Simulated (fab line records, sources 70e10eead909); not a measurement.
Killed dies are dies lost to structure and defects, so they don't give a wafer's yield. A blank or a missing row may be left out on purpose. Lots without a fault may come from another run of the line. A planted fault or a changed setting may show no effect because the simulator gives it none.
Chamber matching | flow nand_harc | NHARC_A_CONTACT_ETCH_75 on rie_diel-09: 4 sister chambers
The step etches the open film in CF4, target depth 39 nm, time 65 s. 16 wafers are shown with their chamber, then 7 later ones without.

WAFERS WITH THEIR CHAMBER
wafer  | chamber | showerhead_plenum_p_Torr (Torr) | drypump_motor_current_A (A) | rf_vpp_V (V)
L375.1 | 0       | 1.65                            | 5.3                         | 150.5
L375.3 | 1       | 1.80                            | 5.4                         | 152.4
L375.4 | 3       | 1.87                            | 5.9                         | 153.2
L378.1 | 3       | 1.87                            | 6.0                         | 151.4
L378.2 | 2       | 1.65                            | 5.1                         | 149.2
L378.3 | 0       | 1.65                            | 5.3                         | 150.1
L379.4 | 2       | 1.65                            | 5.1                         | 150.3
L379.5 | 0       | 1.65                            | 5.3                         | 150.9
L379.6 | 1       | 1.79                            | 5.4                         | 150.8
L382.3 | 0       | 1.65                            | 5.3                         | 150.9
L382.4 | 3       | 1.87                            | 6.0                         | 151.7
L382.5 | 1       | 1.79                            | 5.4                         | 151.9
L384.3 | 3       | 1.87                            | 6.0                         | 150.3
L384.5 | 3       | 1.87                            | 6.0                         | 152.6
L384.6 | 1       | 1.79                            | 5.4                         | 152.2
L390.5 | 1       | 1.79                            | 5.4                         | 151.0

SIGNATURES (means of the wafers above)
reading                  | chamber 0 | chamber 1 | chamber 2 | chamber 3 | scatter within a chamber
showerhead_plenum_p_Torr | 1.6500    | 1.7920    | 1.6500    | 1.8700    | 0.00258
drypump_motor_current_A  | 5.300     | 5.400     | 5.100     | 5.980     | 0.0258
rf_vpp_V                 | 150.600   | 151.660   | 149.750   | 151.840   | 0.823
Rule: a wafer's distance from a chamber is the root of the sum, over the readings, of the square of ((its reading less the chamber's mean) divided by the reading's scatter). The wafer belongs to the nearest chamber; if the next one is less than 2 further off, it can't be placed. The scatter: the root of (the sum of the squares of (reading less its chamber's mean) over the shown wafers, divided by (wafers less chambers)).

WAFERS WITHOUT THEIR CHAMBER
wafer  | showerhead_plenum_p_Torr (Torr) | drypump_motor_current_A (A) | rf_vpp_V (V)
L391.5 | 1.65                            | 5.3                         | 148.6
L397.1 | 1.86                            | 6.0                         | 152.5
L397.3 | 1.64                            | 5.3                         | 148.7
L397.6 | 1.64                            | 5.3                         | 149.4
L398.1 | 1.78                            | 5.4                         | 150.2
L398.4 | 1.64                            | 5.3                         | 150.1
L398.5 | 1.64                            | 5.3                         | 150.6

WHICH CHAMBER EACH WENT THROUGH
wafer  | from the rows above | in truth
L391.5 | 0                   | 0
L397.1 | 3                   | 3
L397.3 | 0                   | 0
L397.6 | 0                   | 0
L398.1 | 1                   | 1
L398.4 | 0                   | 0
L398.5 | 0                   | 0
Placed correctly: 7 of 7. Can't be placed from these rows: 0. Placed wrongly: 0.
